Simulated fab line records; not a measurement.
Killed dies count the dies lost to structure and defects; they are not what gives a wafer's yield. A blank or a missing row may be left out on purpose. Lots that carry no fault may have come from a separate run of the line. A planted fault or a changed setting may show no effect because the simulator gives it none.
Split-lot trial | flow n5-finfet | on a route of 1938 steps: 7 lots, 21 wafers read

== ON THE SPLIT ==
At N5_BEOL_M5_COAT_05 (resist thk 30 nm), the setting spin-rpm was moved away from the recipe's 1500 rpm on 11 of the 21 wafers read, by -10.7% to -4.7%. All remaining wafers had this setting at the recipe value.

== FROM THE SPLIT TO THE READING: what the file shows between them, 2 steps ==
- N5_BEOL_M5_EBR_07
- N5_BEOL_M5_SOFTBAKE_06: time 60 s

== THE READING ==
CAR-EUV_of_BEOL_M5_COAT_05.thk-nm (the simulator's own value, which no gauge read), in nm, at N5_BEOL_M5_DESCUM_16 (chemistry O2, time 7 s). No usual value for it is given in the file. Average 26.1 nm, standard deviation 0.13 nm, over the 10 wafers here run with the recipe.

wafer  | tool, chamber at the split | spin-rpm as run, rpm | against the recipe | CAR-EUV_of_BEOL_M5_COAT_05.thk-nm, nm | against lot-mates on the recipe
L074.3 | litho-track-01, 0          | 1339                 | -10.7%             | 27.8                                  | no lot-mate on the recipe
L074.4 | litho-track-01, 0          | 1339                 | -10.7%             | 27.8                                  | no lot-mate on the recipe
L074.5 | litho-track-01, 0          | 1339                 | -10.7%             | 27.8                                  | no lot-mate on the recipe
L076.1 | litho-track-02, 0          | 1342                 | -10.5%             | 28                                    | +1.8
L076.4 | litho-track-02, 0          | 1500                 | recipe             | 26                                    | -
L076.6 | litho-track-02, 0          | 1500                 | recipe             | 26.4                                  | -
L080.2 | litho-track-02, 0          | 1429                 | -4.7%              | 26.8                                  | +0.6
L080.5 | litho-track-02, 0          | 1429                 | -4.7%              | 27                                    | +0.8
L080.6 | litho-track-02, 0          | 1500                 | recipe             | 26.2                                  | -
L081.3 | litho-track-03, 0          | 1391                 | -7.3%              | 27.2                                  | +1.2
L081.4 | litho-track-03, 0          | 1391                 | -7.3%              | 27.2                                  | +1.2
L081.6 | litho-track-03, 0          | 1500                 | recipe             | 26                                    | -
L088.1 | litho-track-03, 0          | 1500                 | recipe             | 26.2                                  | -
L088.2 | litho-track-03, 0          | 1500                 | recipe             | 26.2                                  | -
L088.5 | litho-track-03, 0          | 1500                 | recipe             | 26                                    | -
L090.1 | litho-track-01, 0          | 1390                 | -7.3%              | 27.4                                  | +1.4
L090.4 | litho-track-01, 0          | 1390                 | -7.3%              | 27.4                                  | +1.4
L090.6 | litho-track-01, 0          | 1500                 | recipe             | 26                                    | -
L097.1 | litho-track-03, 0          | 1500                 | recipe             | 26.2                                  | -
L097.2 | litho-track-03, 0          | 1500                 | recipe             | 26.2                                  | -
L097.5 | litho-track-03, 0          | 1421                 | -5.3%              | 27                                    | +0.8

THE FIT
A straight line over all 21 wafers: CAR-EUV_of_BEOL_M5_COAT_05.thk-nm changes by -0.16 nm for each +1% of spin-rpm; r = -0.99; the points scatter about the line by 0.12 nm.
The same after taking each lot's own level away (the mean of its wafers on the recipe; 18 wafers): -0.172 nm for each +1%; r = -0.99; scatter 0.11 nm.
Per that fit: largest spin-rpm move, reading shift of 1.8 nm.
Across the lots, their own levels run from 26.00 to 26.20 nm, a range of 1.6 times the standard deviation given above.
So the lot-to-lot level changes the slope little: the two slopes agree.
Check: with one of the wafers moved furthest among these (-10.5%) left out of the fit, the line predicts +1.81 nm for it against its lot-mates. Against them it came out at +1.8 nm.

== ADDITIONAL SPLITS CARRIED BY THESE WAFERS ==
Before the reading, these wafers also passed through other splits. Each is held against what the fit with the lots' levels taken away leaves over:
other split on the same wafers | wafers away from the commonest value | r with CAR-EUV_of_BEOL_M5_COAT_05.thk-nm (lot level and that fit taken away)
N5_BEOL_M4_DESCUM_33 time-s    | 7                                    | +0.05
N5_BEOL_M5_PECVD_70 time-s     | 7                                    | +0.18

== THE WHOLE CHAIN: every reading that the file lists as answering this split, in the file's order ==
step                 | what it does           | reading                                                                            | change (the file's fit)              | r (the file's)
N5_BEOL_M5_COAT_05   | resist thk 30 nm       | CAR-EUV_of_BEOL_M5_COAT_05.thk-nm (the simulator's own value, which no gauge read) | -0.16 nm for each +1% of the setting | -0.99
N5_BEOL_M5_DESCUM_16 | chemistry O2, time 7 s | CAR-EUV_of_BEOL_M5_COAT_05.thk-nm (the simulator's own value, which no gauge read) | -0.17 nm for each +1% of the setting | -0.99

== THE FILE'S OWN FIT ==
CAR-EUV_of_BEOL_M5_COAT_05.thk-nm changes by -0.17 nm for each +1% of spin-rpm, r = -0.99.
